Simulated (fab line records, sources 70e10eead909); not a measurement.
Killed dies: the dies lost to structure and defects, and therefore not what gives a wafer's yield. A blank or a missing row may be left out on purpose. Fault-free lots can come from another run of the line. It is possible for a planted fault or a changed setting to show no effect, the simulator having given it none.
Which tool was responsible? :: flow nand-harc :: Sampling: 6 lots, 18 wafers, 2 of 1159 route steps

## WHAT THE GAUGES SHOWED, per wafer
NHARC_P_M1_CD_MEAS_09: the cd target is 130 nm.
lot: L960
measured: day 7 04:34
on: cd-sem-02
cd-nm (nm): 129.2 129.8 130.2

lot: L965
measured: day 8 00:12
on: cd-sem-02
cd-nm (nm): 129.2 130.2 129.7

lot: L971
measured: day 9 08:54
on: cd-sem-03
cd-nm (nm): 129.3 130.0 129.9

lot: L975
measured: day 10 14:07
on: cd-sem-03
cd-nm (nm): 135.3 136.3 135.5

lot: L977
measured: day 10 23:13
on: cd-sem-01
cd-nm (nm): 135.7 136.0 135.8

lot: L980
measured: day 12 02:29
on: cd-sem-02
cd-nm (nm): 130.5 129.7 129.6

## EACH LOT AND THE TOOL THAT RAN IT (in order: tool; ch and the chambers of the sampled wafers; start)
lot: L960
NHARC_P_M1_PEB_07: litho-track-01 ch 0, day 7 04:29

lot: L965
NHARC_P_M1_PEB_07: litho-track-06 ch 0, day 8 00:07

lot: L971
NHARC_P_M1_PEB_07: litho-track-06 ch 0, day 9 08:49

lot: L975
NHARC_P_M1_PEB_07: litho-track-06 ch 0, day 10 14:02

lot: L977
NHARC_P_M1_PEB_07: litho-track-06 ch 0, day 10 23:08

lot: L980
NHARC_P_M1_PEB_07: litho-track-04 ch 0, day 12 02:25
- NHARC_P_M1_PEB_07: peb time 65 s.

## THE ANSWER, worked out from the rows above alone
Rule: the lots themselves supply what counts as usual. The widest of any qualifying gaps counts: lots, ordered by their means at a reading, are off when they make up no more than a third of the lots, leave a main group of 4 or more, and stand apart from it by 3 or more times the standard deviation of that group's means. If all means in a main group match to the digits the tables above print for the reading, that group is not used. Also off: a lot with no number at a reading for which 4 or more lots have one. Where the step has rows for the other lots, those lots are counted as sound.
Off, at NHARC_P_M1_CD_MEAS_09 on cd-nm: L975, L977. For the main group the mean is 129.8 nm and the standard deviation 0.092.
A tool fits if, at a process step before that reading, it ran every lot that is off, and no sound lot after the first of them. Gauges at NHARC_P_M1_CD_MEAS_09: tried the same way as those tools. One candidate fits, namely litho-track-06 at NHARC_P_M1_PEB_07. Its last sound lot is L971 (day 9 08:49), its first lot that is off L975 (day 10 14:02): a fault that began between those two fits.

## WHAT THE SIMULATOR HAD INSERTED
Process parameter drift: litho-track-06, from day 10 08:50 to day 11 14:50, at NHARC_P_M1_PEB_07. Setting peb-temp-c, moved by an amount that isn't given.
Lots struck among those shown: L975, L977. The rule given above showed the same thing.
